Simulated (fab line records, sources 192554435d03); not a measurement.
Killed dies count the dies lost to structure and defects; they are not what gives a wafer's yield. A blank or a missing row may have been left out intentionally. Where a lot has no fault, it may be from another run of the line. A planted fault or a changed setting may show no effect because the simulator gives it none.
A lot that was struck, set against a sound lot + flow n5_finfet + 15 out of 1938 route steps
Sound: these wafers, L724.1, L724.5, L724.6. Struck: wafer L733.5; the same lot's L733.4 was not struck, so it is left out; see the end for the cause.
Each step with rows lists, per side, the tool, then ch with its chambers, then its first start. Under that, the readings that differ: sound wafers + struck wafers + difference of the means + sigmas: that difference in standard deviations of wafers without a fault.
alike: same words and numbers on both sides, and readings whose means sit less than 2 such deviations apart. not compared: any withheld reading, any reading some wafer has no value for, any bound like >300 that may hide the same value, and any number with overlapping values for which the record gives no deviation.
Wherever a step has rows on one side only, a row that says differs or no value, or a row with sigmas, the two part there. Non-overlapping numbers with no deviation appear without sigmas and do not part them. Lack of a reading on every wafer of one side parts them only where that side has two or more wafers.

N5_BEOL_M11_CURE_72: cures SiCOH lowk, time 120 s.
  sound on uv_cure-03 ch 1, day 12 03:47; struck on uv_cure-03 ch 2, day 14 20:21
  alike: lamp_power_pct, wafer_temp_C_max
then, 1 step without rows for these wafers: N5_BEOL_M11_DEGAS_44 (time 60 s).
N5_BEOL_M11_PRE_CLEAN_45: time 30 s.
  sound: pvd_sputter-03 at day 12 04:14; struck: pvd_sputter-01 at day 14 20:53
  alike: heater_power_w, susceptor_temp_C
N5_BEOL_M11_ALD_74: deposits TaN, target thk 2 nm, pulse time 2 s, purge time 3 s.
  sound on ald_metal-02 ch 2,3, day 12 04:17; struck on ald_metal-03 ch 0, day 14 21:05
  alike: heater_power_w, susceptor_temp_C
N5_BEOL_M11_SURFACE_TREAT_76:
  sound: pvd_sputter-02 at day 12 04:40; struck: pvd_sputter-03 at day 14 21:26
  not compared: throttle_valve_pct
then, 4 steps without rows for these wafers: N5_BEOL_M11_CVD_75 (deposits Co from CCTBA/H2, target thk 2 nm, time 138.9 s); N5_BEOL_M11_SPUTTER_48 (material Cu, target thk 12 nm, time 2 s); N5_BEOL_M11_ECD_50 (material Cu, target thk 318 nm); N5_BEOL_M11_ANNEAL_51 (time 90 s).
N5_BEOL_M11_CMP_52: polishes, stops on SiCOH lowk, t overpolish 7 s, target thk 140 nm.
  sound on cmp-02 ch 0,1,3, day 12 05:46; struck on cmp-02 ch 2, day 14 23:08
  alike: barrier_field_endpoint_s, motor_current_A, overpolish_run_s, platen_rpm, time_to_endpoint_s
N5_BEOL_M11_THK_MEAS_53: measures by xrf.
  sound: film_metro-02 at day 12 05:56; struck: film_metro-01 at day 14 23:26
  alike: M11_THK
then, 1 step without rows for these wafers: N5_BEOL_M11_PRE_CLEAN_55 (time 15 s).
N5_BEOL_M11_DEP_56: deposits SiCN from 3MS/NH3, target thk 30 nm, time 10.5 s.
  sound on pecvd-01 ch 0,2, day 12 06:00; struck on pecvd-01 ch 1, day 14 23:31
| reading                                   | sound        | struck | difference | sigmas |
|-------------------------------------------|--------------|--------|------------|--------|
| model.SiCN_of_BEOL_M11_DEP_56.thk_nm (nm) | 29.6 30.4 30 | 34.4   | +4.4       |        |
  alike: showerhead_plenum_p_Torr, throttle_valve_pct
N5_BEOL_M11_RS_MEAS_57: measurement is done with a four-point probe.
  sound: film_metro-01 at day 12 06:04; struck: film_metro-01 at day 14 23:34
  alike: M11_RS
-- a jump in the record: the struck wafers' starts before and after are 2 days apart (it breaks off in module BEOL_M11 and resumes in module PASSIVATION, where the first step shown is number 1936 of the route) --
N5_PASSIVATION_PROBE_49:
  the record has rows for the struck wafers here (prober-01, day 17 02:36) and none for the sound ones

== WHERE THEY PART ==
N5_PASSIVATION_PROBE_49 only, going by this record.

WHY: the cause the simulator had injected
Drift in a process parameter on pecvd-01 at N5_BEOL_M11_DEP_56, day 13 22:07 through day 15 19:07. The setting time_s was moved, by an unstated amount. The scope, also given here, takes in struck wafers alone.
